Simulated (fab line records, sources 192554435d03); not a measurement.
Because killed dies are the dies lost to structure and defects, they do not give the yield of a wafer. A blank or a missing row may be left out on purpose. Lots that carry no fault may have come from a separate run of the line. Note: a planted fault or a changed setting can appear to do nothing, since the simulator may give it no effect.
Split-lot trial	flow n5Finfet	21 wafers read across 7 lots, on a route 1938 steps long

ON THE SPLIT
At N5_BEOL_M10_ILD_DEP_00 (deposits SiCOH lowk from DEMS/porogen, target thk 308.51 nm, time 58 s), the setting timeS was moved away from the recipe's 58 s on 9 of the 21 wafers read, by -12.1% to +8.5%. This setting was run at the recipe's value on the other wafers.

FROM SPLIT TO READING: 1 step shown by the file between the two
- N5_BEOL_M10_CURE_71: cures SiCOH lowk, time 240 s

THE READING
M10_ILD_THK, in nm, at N5_BEOL_M10_THK_MEAS_01. Fault-free wafers of this fab line usually give 268 nm, standard deviation 3.3 nm.

wafer	tool, chamber at the split	timeS as run, s	against the recipe	M10_ILD_THK, nm	against lot-mates on the recipe
L076.1	pecvd-01, 1	58	recipe	264	-
L076.2	pecvd-01, 0	58	recipe	262	-
L076.6	pecvd-01, 2	55.43	-4.4%	259	-4
L074.3	pecvd-03, 2	62.94	+8.5%	292	no lot-mate on the recipe
L074.4	pecvd-03, 0	62.94	+8.5%	295	no lot-mate on the recipe
L074.6	pecvd-03, 2	62.94	+8.5%	296	no lot-mate on the recipe
L078.1	pecvd-03, 2	58	recipe	274	-
L078.3	pecvd-03, 1	58	recipe	266	-
L078.5	pecvd-03, 2	58	recipe	271	-
L086.3	pecvd-01, 2	58	recipe	270	-
L086.4	pecvd-01, 2	58	recipe	275	-
L086.5	pecvd-01, 1	50.99	-12.1%	238	-34
L095.4	pecvd-01, 0	58	recipe	268	-
L095.5	pecvd-01, 2	58	recipe	274	-
L095.6	pecvd-01, 1	51.37	-11.4%	236	-35
L093.4	pecvd-02, 1	58	recipe	272	-
L093.5	pecvd-02, 0	53.86	-7.1%	248	-22
L093.6	pecvd-02, 2	58	recipe	268	-
L097.1	pecvd-01, 0	54.14	-6.7%	245	-20
L097.3	pecvd-01, 2	54.14	-6.7%	249	-16
L097.6	pecvd-01, 1	58	recipe	265	-

FIT RESULTS
A straight line over all 21 wafers: M10_ILD_THK changes by +2.89 nm for each +1% of timeS; r = +0.98; the points scatter about the line by 3.7 nm.
The same after taking each lot's own level away (the mean of its wafers on the recipe; 18 wafers): +2.87 nm for each +1%; r = +0.97; scatter 3.2 nm.
According to that fit, moving timeS by its largest amount changes the reading by 35 nm.
Across the lots, their own levels run from 263.0 to 272.5 nm, a range of 2.9 times the standard deviation given above.
The two slopes are in agreement: the lot-to-lot level therefore moves the slope only a little.
Check: for one of the wafers moved furthest among these (-12.1%), held out of the fit, the line's prediction against its lot-mates is -34.2 nm. Against them it came out at -34.5 nm.

THE WHOLE CHAIN: every reading that the file lists as answering this split, in the file's order
step	what it does	reading	change (the file's fit)	r (the file's)
N5_BEOL_M10_ILD_DEP_00	deposits SiCOH lowk from DEMS/porogen, target thk 308.51 nm, time 58 s	SiCOH_lowk_of_BEOL_M10_ILD_DEP_00.thkNm (the simulator's own value, which no gauge read)	+3.15 nm for each +1% of the setting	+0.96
N5_BEOL_M10_CURE_71	cures SiCOH lowk, time 240 s	SiCOH_lowk_of_BEOL_M10_ILD_DEP_00.thkNm (the simulator's own value, which no gauge read)	+2.78 nm for each +1% of the setting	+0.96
N5_BEOL_M10_THK_MEAS_01		M10_ILD_THK	+2.79 for each +1% of the setting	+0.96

FILE'S OWN FIT
M10_ILD_THK changes by +2.79 nm for each +1% of timeS, r = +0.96.
